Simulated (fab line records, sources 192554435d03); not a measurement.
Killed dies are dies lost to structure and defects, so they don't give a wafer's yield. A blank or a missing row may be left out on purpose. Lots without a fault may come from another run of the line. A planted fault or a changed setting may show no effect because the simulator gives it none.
fab line records | flow n5_finfet
record lots=24 wafers=72 last_day=18
route steps=1938 shown BEOL_M4@1021
lots that met no fault: from a run of the same line without faults
start_h: hours from the record's first day to the start of the lot's first wafer shown | wait_h: hours since the lot's step before | " the same as in the row above | L1.1+2: a row that stands for several wafers | - no value, or no start given | * or withheld: withheld | < > ~ a bound
route shown NAME@n: a module of which the file shows steps, and the number in the route of the first | usual: mean/standard deviation of fault-free wafers | same: alike in all rows | chamber/n: place in a boat | sites: the reading at each site | _std_site: their standard deviation | _edge_site: outer sites' mean less inner sites' | radius_mm: how far each site lies from the wafer's centre | mask NAME#n: copy n | behind: the tool/chamber that last shaped the wafer | hold: why the lot was held/for how many hours/how that ended | device: the transistor (n, p or np) that didn't switch | end of line: the same wafers' tests at the end of the route | a step without rows: its recipe alone | killed: dies lost to structure and defects at the first sort, not the wafer's yield | map: a wafer's dies, x killed, . not, _ none there
set.NAME: the setting as run; set.NAME@STEP: as run at that earlier step | model.NAME: the simulator's own value behind a step, which no gauge read
steps of the route over a sample of lots; a table a step, a row a wafer
services: from which hour (start_h, from the record's first day; less than 0 if before it) a tool's chamber was out of use, for how many hours, and why
## steps
# step N5_BEOL_M4_ILD_DEP_00
# recipe material=SiOC target_thk_a=790 temp_c=350 precursor=DEMS/O2 pressure_torr=5 rf_w=500 time_s=15.3
# usual heater_power_w=551/80 showerhead_plenum_p_Torr=5.686/0.016 throttle_valve_pct=11.9/0.4
# columns lot.wafer tool chamber start_h wait_h heater_power_w showerhead_plenum_p_Torr since_wet_clean_h throttle_valve_pct
L074.1 pecvd-02 1 151.64 0.0 655 5.705 1581 12.1
L074.3 " 2 " " 621 5.691 102 11.3
L074.6 " 0 " " 487 5.706 - 12.2
L075.1 pecvd-02 1 164.54 0.0 557 5.715 1593 12.1
L075.4 " 2 " " 654 5.693 - 11.0
L075.5 " 2 " " 626 5.679 - 11.2
L076.2 pecvd-04 0 183.97 0.0 650 5.697 707 12.1
L076.3 " 2 " " 557 5.673 396 11.9
L076.6 " 1 " " 507 5.681 - 11.4
L077.1 pecvd-04 0 187.32 0.0 555 5.694 710 12.1
L077.2 " 1 " " 528 5.682 334 11.4
L077.4 " 1 " " 522 5.682 - 11.5
L080.2 pecvd-01 0 188.23 0.0 503 5.680 1073 12.0
L080.3 " 1 " " 418 5.684 1798 11.7
L080.4 " 1 " " 417 5.660 - 11.7
L078.1 pecvd-01 1 189.22 0.0 416 5.673 1799 12.0
L078.2 " 0 " " 497 5.689 1074 12.5
L078.6 " 1 " " 437 5.670 - 11.6
L079.1 pecvd-01 1 194.16 0.0 433 5.669 1804 11.8
L079.3 " 0 " " 520 5.691 1079 12.5
L079.5 " 0 " " 411 5.682 - 12.4
L081.1 pecvd-01 1 196.20 0.0 452 5.670 1806 11.8
L081.3 " 0 " " 438 5.686 1081 12.2
L081.6 " 1 " " 348 5.683 - 12.1
L083.3 pecvd-04 2 199.88 0.0 581 5.661 411 12.3
L083.4 " 2 " " 555 5.675 - 12.3
L083.5 " 1 " " 470 5.663 - 11.6
L082.2 pecvd-04 1 200.34 0.0 493 5.675 347 11.5
L082.3 " 0 " " 662 5.700 723 12.3
L082.6 " 0 " " 672 5.683 - 12.1
L084.1 pecvd-04 1 217.24 0.0 528 5.681 364 11.3
L084.2 " 2 " " 539 5.669 429 12.4
L084.5 " 0 " " 533 5.704 - 12.3
L085.2 pecvd-04 0 222.93 0.0 653 5.698 746 12.2
L085.5 " 0 " " 654 5.680 - 11.9
L085.6 " 2 " " 635 5.667 - 12.0
L086.1 pecvd-04 1 238.02 0.0 502 5.679 385 11.6
L086.2 " 0 " " 626 5.705 761 12.0
L086.5 " 1 " " 500 5.676 - 11.8
L087.2 pecvd-02 0 239.11 0.0 489 5.697 943 12.1
L087.4 " 2 " " 572 5.694 - 11.3
L087.6 " 1 " " 600 5.716 - 11.9
L088.1 pecvd-04 2 240.73 0.0 610 5.657 452 12.5
L088.5 " 0 " " 623 5.685 - 12.1
L088.6 " 1 " " 506 5.687 - 11.4
L089.2 pecvd-01 1 246.77 0.0 408 5.690 1857 11.6
L089.4 " 2 " " 562 5.699 - 11.6
L089.6 " 0 " " 438 5.688 - 12.3
L091.4 pecvd-04 1 253.28 0.1 514 5.678 - 11.4
L091.5 " 2 " " 607 5.675 - 12.5
L091.6 " 0 " " 579 5.687 - 12.3
L090.1 pecvd-01 2 254.55 0.0 594 5.695 386 11.4
L090.2 " 0 " " 444 5.693 1140 12.2
L090.6 " 1 " " 367 5.658 - 12.0
L092.1 pecvd-01 2 262.79 0.0 576 5.709 394 11.6
L092.2 " 0 " " 483 5.677 1148 12.1
L092.4 " 2 " " 605 5.722 - 11.7
L093.1 pecvd-04 2 279.30 0.0 598 5.664 491 12.5
L093.3 " 1 " " 476 5.685 426 11.6
L093.4 " 0 " " 657 5.676 - 12.3
L095.2 pecvd-04 0 283.94 0.0 661 5.707 807 12.3
L095.4 " 1 " " 506 5.679 - 11.6
L095.5 " 2 " " 574 5.672 - 12.3
L094.1 pecvd-04 1 294.62 0.0 436 5.675 442 11.8
L094.3 " 0 " " 657 5.677 817 12.3
L094.6 " 2 " " 609 5.668 - 12.4
L096.1 pecvd-02 1 295.46 0.1 633 5.720 1724 12.0
L096.4 " 2 " " 608 5.678 - 11.5
L096.5 " 2 " " 628 5.680 - 11.3
L097.1 pecvd-02 2 298.24 0.0 587 5.674 248 11.5
L097.4 " 1 " " 629 5.711 - 11.9
L097.6 " 2 " " 594 5.694 - 11.4
# step N5_BEOL_M4_STRIP_66
# recipe chemistry=CF4 resist=SiARC power_w=300 bias_power_w=75 pressure_mtorr=50 cf4_flow_sccm=150 rf_frequency_hz=6e+07
# usual drypump_motor_current_A=5.7/0.44 oes_product_au=0.76/0.089 rf_vpp_V=271.0/1.8 showerhead_plenum_p_Torr=1.79/0.079 throttle_valve_pct=13.67/0.17
# columns lot.wafer tool chamber start_h wait_h drypump_motor_current_A oes_product_au rf_hours_counter_h rf_vpp_V showerhead_plenum_p_Torr throttle_valve_pct
L074.1 rie_diel-05 0 153.46 0.0 5.2 0.76 146 267.6 1.65 13.77
L074.3 " 3 " " 5.1 0.73 194 270.4 1.78 13.67
L074.6 " 3 " " 5.1 0.73 - 270.4 1.78 13.65
L075.1 rie_diel-05 1 166.14 0.0 6.6 0.97 5 273.6 1.92 13.52
L075.4 " 0 " " 5.3 0.75 151 269.4 1.65 13.78
L075.5 " 0 " " 5.3 0.76 - 268.2 1.65 13.78
L076.2 rie_diel-05 3 185.91 0.0 5.1 0.72 205 270.6 1.78 13.68
L076.3 " 2 " " 5.4 0.68 243 268.4 1.69 13.70
L076.6 " 3 " " 5.1 0.72 - 270.9 1.78 13.68
L077.1 rie_diel-06 0 189.13 0.0 6.0 0.76 147 274.3 1.86 13.55
L077.2 " 2 " " 5.6 0.70 216 269.5 1.71 13.73
L077.4 " 3 " " 5.7 0.77 132 272.4 1.88 13.71
L080.2 rie_diel-05 2 189.45 0.0 5.5 0.68 244 269.0 1.69 13.70
L080.3 " 0 " " 5.3 0.74 158 269.0 1.65 13.78
L080.4 " 3 " " 5.1 0.72 206 269.9 1.78 13.69
L078.1 rie_diel-01 0 190.11 0.0 5.4 0.79 85 270.9 1.80 13.34
L078.2 " 3 " " 5.3 0.71 221 271.1 1.77 13.66
L078.6 " 3 " " 5.3 0.71 - 271.1 1.77 13.67
L079.1 rie_diel-06 3 195.72 0.0 5.7 0.77 135 272.7 1.88 13.71
L079.3 " 2 " " 5.6 0.69 219 270.4 1.71 13.74
L079.5 " 1 " " 5.8 0.70 - 270.5 1.79 14.03
L081.1 rie_diel-01 3 197.22 0.0 5.3 0.71 225 270.2 1.77 13.67
L081.3 " 1 " " 6.1 0.71 202 270.3 1.80 13.97
L081.6 " 2 " " 6.4 0.67 - 273.0 1.83 13.66
L083.3 rie_diel-05 1 201.29 0.0 6.6 0.93 18 273.2 1.91 13.54
L083.4 " 0 " " 5.3 0.74 164 269.1 1.65 13.81
L083.5 " 2 " " 5.5 0.68 - 268.0 1.69 13.71
L082.2 rie_diel-05 1 201.53 0.0 6.6 0.93 18 271.7 1.91 13.55
L082.3 " 2 " " 5.4 0.68 249 269.7 1.69 13.71
L082.6 " 0 " " 5.3 0.74 - 270.6 1.65 13.81
L084.1 rie_diel-05 1 218.58 0.0 6.6 0.91 26 273.1 1.91 13.56
L084.2 " 3 " " 5.1 0.71 220 270.9 1.78 13.73
L084.5 " 0 " " 5.3 0.74 - 266.8 1.65 13.85
L085.2 rie_diel-01 1 225.28 0.0 6.1 0.70 212 271.4 1.80 14.00
L085.5 " 3 " " 5.3 0.70 - 269.7 1.77 13.70
L085.6 " 2 " " 6.3 0.66 - 273.1 1.83 13.68
L086.1 rie_diel-05 3 241.35 0.0 5.1 0.70 230 271.6 1.77 13.73
L086.2 " 1 " " 6.6 0.90 32 273.1 1.91 13.57
L086.5 " 0 " " 5.3 0.73 - 268.6 1.65 13.85
L087.2 rie_diel-06 3 241.52 0.0 5.7 0.76 150 272.0 1.88 13.74
L087.4 " 1 " " 5.8 0.93 5 270.8 1.78 13.45
L087.6 " 3 " " 5.8 0.77 - 273.0 1.88 13.74
L088.1 rie_diel-05 2 242.85 0.0 5.4 0.95 5 273.3 1.90 13.14
L088.5 " 0 " " 5.2 0.73 - 269.5 1.65 13.85
L088.6 " 1 " " 6.6 0.89 - 273.6 1.91 13.58
L089.2 rie_diel-06 3 248.07 0.0 5.7 0.76 152 272.8 1.87 13.75
L089.4 " 0 " " 6.0 0.75 168 272.2 1.85 13.62
L089.6 " 2 " " 5.6 0.68 - 269.9 1.71 13.76
L091.4 rie_diel-06 2 254.99 0.0 5.6 0.67 239 268.4 1.71 13.78
L091.5 " 1 " " 5.7 0.89 - 271.0 1.78 13.47
L091.6 " 2 " " 5.6 0.67 - 267.4 1.71 13.76
L090.1 rie_diel-01 1 255.67 0.0 6.1 0.70 224 270.6 1.79 14.02
L090.2 " 0 " " 5.5 0.76 111 271.7 1.80 13.39
L090.6 " 0 " " 5.5 0.76 - 271.5 1.79 13.39
L092.1 rie_diel-06 3 263.89 0.0 5.7 0.76 157 271.6 1.87 13.76
L092.2 " 2 " " 5.6 0.67 241 271.6 1.71 13.78
L092.4 " 0 " " 6.0 0.74 173 272.1 1.85 13.62
L093.1 rie_diel-06 1 280.67 0.0 5.7 0.89 19 270.9 1.78 13.48
L093.3 " 3 " " 5.7 0.75 163 272.0 1.87 13.78
L093.4 " 0 " " 6.0 0.73 180 273.3 1.85 13.63
L095.2 rie_diel-06 0 285.64 0.0 5.9 0.74 182 273.9 1.85 13.64
L095.4 " 2 " " 5.6 0.67 - 268.3 1.70 13.81
L095.5 " 3 " " 5.7 0.76 - 272.0 1.87 13.78
L094.1 rie_diel-06 0 295.96 0.0 6.0 0.73 186 273.6 1.85 13.66
L094.3 " 3 " " 5.8 0.75 170 273.7 1.87 13.79
L094.6 " 0 " " 6.0 0.73 - 272.4 1.85 13.65
L096.1 rie_diel-06 3 298.06 0.0 5.7 0.74 171 273.2 1.87 13.81
L096.4 " 3 " " 5.8 0.74 - 270.8 1.87 13.78
L096.5 " 0 " " 6.0 0.73 - 272.1 1.85 13.66
L097.1 rie_diel-01 3 299.72 0.0 5.3 0.94 6 270.7 1.76 13.17
L097.4 " 0 " " 5.4 0.74 130 270.5 1.79 13.42
L097.6 " 1 " " 6.1 0.68 - 271.3 1.79 14.07
# step N5_BEOL_M4_SPUTTER_79
# recipe material=Cu target_thk_a=45 temp_c=-20 chamber_pressure_pa=0.07 power_w=withheld time_s=8.29
# usual throttle_valve_pct=30.1/1.5
# columns lot.wafer tool chamber start_h wait_h throttle_valve_pct
L074.1 pvd_sputter-02 - 158.99 0.1 30.6
L074.3 " - " " 28.4
L074.6 " - " " 31.0
L075.1 pvd_sputter-01 - 170.25 0.1 29.5
L075.4 " - " " 30.0
L075.5 " - " " 29.6
L076.2 pvd_sputter-03 - 189.63 0.1 27.7
L076.3 " - " " 31.8
L076.6 " - " " 27.7
L077.1 pvd_sputter-01 - 194.16 0.1 29.8
L077.2 " - " " 30.6
L077.4 " - " " 29.8
L080.2 pvd_sputter-02 - 194.72 0.1 28.4
L080.3 " - " " 32.3
L080.4 " - " " 29.0
L078.1 pvd_sputter-02 - 201.77 0.1 32.5
L078.2 " - " " 29.1
L078.6 " - " " 28.9
L079.1 pvd_sputter-02 - 203.87 0.1 30.9
L079.3 " - " " 29.3
L079.5 " - " " 32.6
L081.1 pvd_sputter-03 - 206.04 0.1 27.8
L081.3 " - " " 31.6
L081.6 " - " " 30.8
L083.3 pvd_sputter-02 - 216.24 0.1 32.7
L083.4 " - " " 29.3
L083.5 " - " " 28.6
L082.2 pvd_sputter-01 - 219.89 0.1 29.8
L082.3 " - " " 29.3
L082.6 " - " " 30.2
L084.1 pvd_sputter-02 - 226.70 0.1 30.7
L084.2 " - " " 28.5
L084.5 " - " " 28.4
L085.2 pvd_sputter-01 - 229.42 0.1 30.4
L085.5 " - " " 29.7
L085.6 " - " " 30.1
L086.1 pvd_sputter-03 - 247.29 0.1 30.9
L086.2 " - " " 31.6
L086.5 " - " " 28.4
L087.2 pvd_sputter-02 - 247.65 0.1 32.7
L087.4 " - " " 28.3
L087.6 " - " " 28.6
L088.1 pvd_sputter-01 - 251.77 0.1 29.6
L088.5 " - " " 30.0
L088.6 " - " " 29.3
L089.2 pvd_sputter-02 - 252.27 0.1 31.1
L089.4 " - " " 32.6
L089.6 " - " " 29.3
L091.4 pvd_sputter-02 - 258.30 0.1 29.2
L091.5 " - " " 28.3
L091.6 " - " " 32.6
L090.1 pvd_sputter-01 - 263.18 0.1 30.0
L090.2 " - " " 29.6
L090.6 " - " " 29.6
L092.1 pvd_sputter-02 - 273.76 0.1 29.2
L092.2 " - " " 30.9
L092.4 " - " " 32.6
L093.1 pvd_sputter-02 - 285.75 0.1 31.0
L093.3 " - " " 29.0
L093.4 " - " " 32.7
L095.2 pvd_sputter-02 - 288.95 0.1 31.3
L095.4 " - " " 28.4
L095.5 " - " " 32.6
L094.1 pvd_sputter-03 - 306.71 0.1 31.5
L094.3 " - " " 28.4
L094.6 " - " " 30.8
L096.1 pvd_sputter-02 - 306.98 0.1 28.7
L096.4 " - " " 31.2
L096.5 " - " " 28.9
L097.1 pvd_sputter-03 - 313.62 0.1 27.7
L097.4 " - " " 28.9
L097.6 " - " " 30.9
# step N5_BEOL_M4_ANNEAL_87
# recipe temp_c=400 time_s=240 ambient=vacuum
# usual heater_power_w=795/95
# columns lot.wafer tool chamber start_h wait_h heater_power_w
L074.1 pvd_sputter-02 - 159.51 0.0 789
L074.3 " - " " 807
L074.6 " - " " 786
L075.1 pvd_sputter-01 - 170.77 0.0 814
L075.4 " - " " 851
L075.5 " - " " 810
L076.2 pvd_sputter-03 - 190.15 0.0 765
L076.3 " - " " 768
L076.6 " - " " 779
L077.1 pvd_sputter-01 - 194.68 0.0 827
L077.2 " - " " 769
L077.4 " - " " 787
L080.2 pvd_sputter-02 - 195.24 0.0 842
L080.3 " - " " 636
L080.4 " - " " 989
L078.1 pvd_sputter-02 - 202.29 0.0 642
L078.2 " - " " 990
L078.6 " - " " 963
L079.1 pvd_sputter-02 - 204.39 0.0 783
L079.3 " - " " 1009
L079.5 " - " " 649
L081.1 pvd_sputter-03 - 206.56 0.0 777
L081.3 " - " " 745
L081.6 " - " " 843
L083.3 pvd_sputter-02 - 216.76 0.0 644
L083.4 " - " " 1003
L083.5 " - " " 823
L082.2 pvd_sputter-01 - 220.41 0.0 839
L082.3 " - " " 758
L082.6 " - " " 843
L084.1 pvd_sputter-02 - 227.22 0.0 801
L084.2 " - " " 812
L084.5 " - " " 819
L085.2 pvd_sputter-01 - 229.94 0.0 755
L085.5 " - " " 835
L085.6 " - " " 753
L086.1 pvd_sputter-03 - 247.81 0.0 846
L086.2 " - " " 743
L086.5 " - " " 801
L087.2 pvd_sputter-02 - 248.17 0.0 668
L087.4 " - " " 810
L087.6 " - " " 809
L088.1 pvd_sputter-01 - 252.29 0.0 825
L088.5 " - " " 821
L088.6 " - " " 741
L089.2 pvd_sputter-02 - 252.79 0.0 801
L089.4 " - " " 633
L089.6 " - " " 995
L091.4 pvd_sputter-02 - 258.82 0.0 999
L091.5 " - " " 803
L091.6 " - " " 640
L090.1 pvd_sputter-01 - 263.70 0.0 841
L090.2 " - " " 792
L090.6 " - " " 799
L092.1 pvd_sputter-02 - 274.28 0.0 983
L092.2 " - " " 805
L092.4 " - " " 643
L093.1 pvd_sputter-02 - 286.27 0.0 789
L093.3 " - " " 1001
L093.4 " - " " 654
L095.2 pvd_sputter-02 - 289.47 0.0 792
L095.4 " - " " 807
L095.5 " - " " 660
L094.1 pvd_sputter-03 - 307.23 0.0 741
L094.3 " - " " 822
L094.6 " - " " 833
L096.1 pvd_sputter-02 - 307.50 0.0 812
L096.4 " - " " 786
L096.5 " - " " 1004
L097.1 pvd_sputter-03 - 314.14 0.0 734
L097.4 " - " " 816
L097.6 " - " " 855
# step N5_BEOL_M4_SPUTTER_90
# recipe material=Cu target_thk_a=45 temp_c=-20 chamber_pressure_pa=0.07 power_w=withheld time_s=8.29
# usual throttle_valve_pct=30.2/1.5
# columns lot.wafer tool chamber start_h wait_h throttle_valve_pct
L074.1 pvd_sputter-02 - 159.87 0.1 31.0
L074.3 " - " " 28.5
L074.6 " - " " 31.0
L075.1 pvd_sputter-01 - 171.13 0.1 30.0
L075.4 " - " " 29.8
L075.5 " - " " 29.6
L076.2 pvd_sputter-03 - 190.51 0.1 27.8
L076.3 " - " " 31.4
L076.6 " - " " 27.8
L077.1 pvd_sputter-01 - 195.04 0.1 29.9
L077.2 " - " " 30.3
L077.4 " - " " 29.5
L080.2 pvd_sputter-02 - 195.60 0.1 28.6
L080.3 " - " " 32.5
L080.4 " - " " 29.1
L078.1 pvd_sputter-02 - 202.65 0.1 32.5
L078.2 " - " " 29.2
L078.6 " - " " 29.1
L079.1 pvd_sputter-02 - 204.75 0.1 31.2
L079.3 " - " " 29.3
L079.5 " - " " 32.6
L081.1 pvd_sputter-03 - 206.92 0.1 28.0
L081.3 " - " " 31.4
L081.6 " - " " 31.2
L083.3 pvd_sputter-02 - 217.12 0.1 32.6
L083.4 " - " " 29.1
L083.5 " - " " 28.8
L082.2 pvd_sputter-01 - 220.77 0.1 30.2
L082.3 " - " " 29.1
L082.6 " - " " 30.0
L084.1 pvd_sputter-02 - 227.58 0.1 31.1
L084.2 " - " " 28.4
L084.5 " - " " 28.5
L085.2 pvd_sputter-01 - 230.30 0.1 30.6
L085.5 " - " " 30.0
L085.6 " - " " 30.1
L086.1 pvd_sputter-03 - 248.17 0.1 30.8
L086.2 " - " " 31.8
L086.5 " - " " 29.0
L087.2 pvd_sputter-02 - 248.53 0.1 32.6
L087.4 " - " " 28.5
L087.6 " - " " 28.6
L088.1 pvd_sputter-01 - 252.65 0.1 30.1
L088.5 " - " " 30.0
L088.6 " - " " 29.2
L089.2 pvd_sputter-02 - 253.15 0.1 31.0
L089.4 " - " " 32.5
L089.6 " - " " 29.2
L091.4 pvd_sputter-02 - 259.18 0.1 29.2
L091.5 " - " " 28.5
L091.6 " - " " 32.5
L090.1 pvd_sputter-01 - 264.06 0.1 30.1
L090.2 " - " " 29.7
L090.6 " - " " 30.0
L092.1 pvd_sputter-02 - 274.64 0.1 29.1
L092.2 " - " " 31.0
L092.4 " - " " 32.8
L093.1 pvd_sputter-02 - 286.63 0.1 30.9
L093.3 " - " " 29.1
L093.4 " - " " 32.5
L095.2 pvd_sputter-02 - 289.83 0.1 31.0
L095.4 " - " " 28.5
L095.5 " - " " 32.8
L094.1 pvd_sputter-03 - 307.59 0.1 31.8
L094.3 " - " " 28.8
L094.6 " - " " 30.8
L096.1 pvd_sputter-02 - 307.86 0.1 28.9
L096.4 " - " " 30.9
L096.5 " - " " 29.1
L097.1 pvd_sputter-03 - 314.50 0.1 28.0
L097.4 " - " " 28.8
L097.6 " - " " 30.7
# step N5_BEOL_M4_SPUTTER_92
# recipe material=Cu target_thk_a=45 temp_c=-20 chamber_pressure_pa=0.07 power_w=withheld time_s=8.29
# usual throttle_valve_pct=30.1/1.5
# columns lot.wafer tool chamber start_h wait_h throttle_valve_pct
L074.1 pvd_sputter-02 - 160.09 0.1 31.1
L074.3 " - " " 28.5
L074.6 " - " " 31.1
L075.1 pvd_sputter-01 - 171.35 0.1 29.6
L075.4 " - " " 29.9
L075.5 " - " " 29.8
L076.2 pvd_sputter-03 - 190.73 0.1 27.7
L076.3 " - " " 31.5
L076.6 " - " " 27.6
L077.1 pvd_sputter-01 - 195.26 0.1 29.9
L077.2 " - " " 30.5
L077.4 " - " " 29.8
L080.2 pvd_sputter-02 - 195.82 0.1 28.2
L080.3 " - " " 32.7
L080.4 " - " " 29.1
L078.1 pvd_sputter-02 - 202.87 0.1 32.5
L078.2 " - " " 29.0
L078.6 " - " " 29.4
L079.1 pvd_sputter-02 - 204.97 0.1 31.2
L079.3 " - " " 29.8
L079.5 " - " " 32.7
L081.1 pvd_sputter-03 - 207.14 0.1 27.9
L081.3 " - " " 31.7
L081.6 " - " " 30.8
L083.3 pvd_sputter-02 - 217.34 0.1 32.3
L083.4 " - " " 29.5
L083.5 " - " " 28.6
L082.2 pvd_sputter-01 - 220.99 0.1 30.0
L082.3 " - " " 29.4
L082.6 " - " " 29.9
L084.1 pvd_sputter-02 - 227.80 0.1 30.9
L084.2 " - " " 28.4
L084.5 " - " " 28.2
L085.2 pvd_sputter-01 - 230.52 0.1 30.2
L085.5 " - " " 29.9
L085.6 " - " " 30.2
L086.1 pvd_sputter-03 - 248.39 0.1 31.0
L086.2 " - " " 31.4
L086.5 " - " " 28.3
L087.2 pvd_sputter-02 - 248.75 0.1 32.5
L087.4 " - " " 28.7
L087.6 " - " " 28.4
L088.1 pvd_sputter-01 - 252.87 0.1 30.0
L088.5 " - " " 29.7
L088.6 " - " " 29.4
L089.2 pvd_sputter-02 - 253.37 0.1 31.0
L089.4 " - " " 32.6
L089.6 " - " " 29.0
L091.4 pvd_sputter-02 - 259.40 0.1 29.2
L091.5 " - " " 28.5
L091.6 " - " " 32.5
L090.1 pvd_sputter-01 - 264.28 0.1 30.1
L090.2 " - " " 29.6
L090.6 " - " " 29.8
L092.1 pvd_sputter-02 - 274.86 0.1 29.3
L092.2 " - " " 31.0
L092.4 " - " " 32.6
L093.1 pvd_sputter-02 - 286.85 0.1 30.9
L093.3 " - " " 29.2
L093.4 " - " " 32.6
L095.2 pvd_sputter-02 - 290.05 0.1 30.7
L095.4 " - " " 28.6
L095.5 " - " " 32.5
L094.1 pvd_sputter-03 - 307.81 0.1 31.8
L094.3 " - " " 29.0
L094.6 " - " " 30.8
L096.1 pvd_sputter-02 - 308.08 0.1 28.5
L096.4 " - " " 30.9
L096.5 " - " " 28.9
L097.1 pvd_sputter-03 - 314.72 0.1 27.8
L097.4 " - " " 28.7
L097.6 " - " " 30.9
## services
# columns tool chamber start_h hours kind
rie_diel-06 2 130.51 8.3 repair
pvd_sputter-03 - 134.43 3.8 repair
pvd_sputter-02 - 138.49 1.9 repair
pecvd-02 - 149.20 1.5 repair
pvd_sputter-03 - 149.97 2.2 repair
rie_diel-06 3 159.99 6.8 repair
pecvd-02 0 162.79 21.3 repair
pecvd-02 - 174.89 0.7 repair
pecvd-01 - 178.63 6.0 pm
pecvd-02 - 185.19 4.3 pm
pecvd-01 2 207.56 17.3 repair
rie_diel-06 1 211.69 - clean
rie_diel-06 1 211.69 - consumable_replace:focus_ring
rie_diel-06 1 211.69 15.6 scheduled_down
rie_diel-06 1 211.69 15.6 vent_cycle
rie_diel-05 1 221.26 6.6 repair
pecvd-04 1 222.69 5.5 scheduled_down
pecvd-04 0 228.15 2.1 scheduled_down
rie_diel-01 2 252.91 7.8 repair
rie_diel-06 2 288.52 - clean
rie_diel-06 2 288.52 - consumable_replace:focus_ring
pecvd-01 - 294.03 5.5 pm
pvd_sputter-01 - 297.03 20.4 repair
rie_diel-06 3 309.61 11.3 repair
## key
fault none
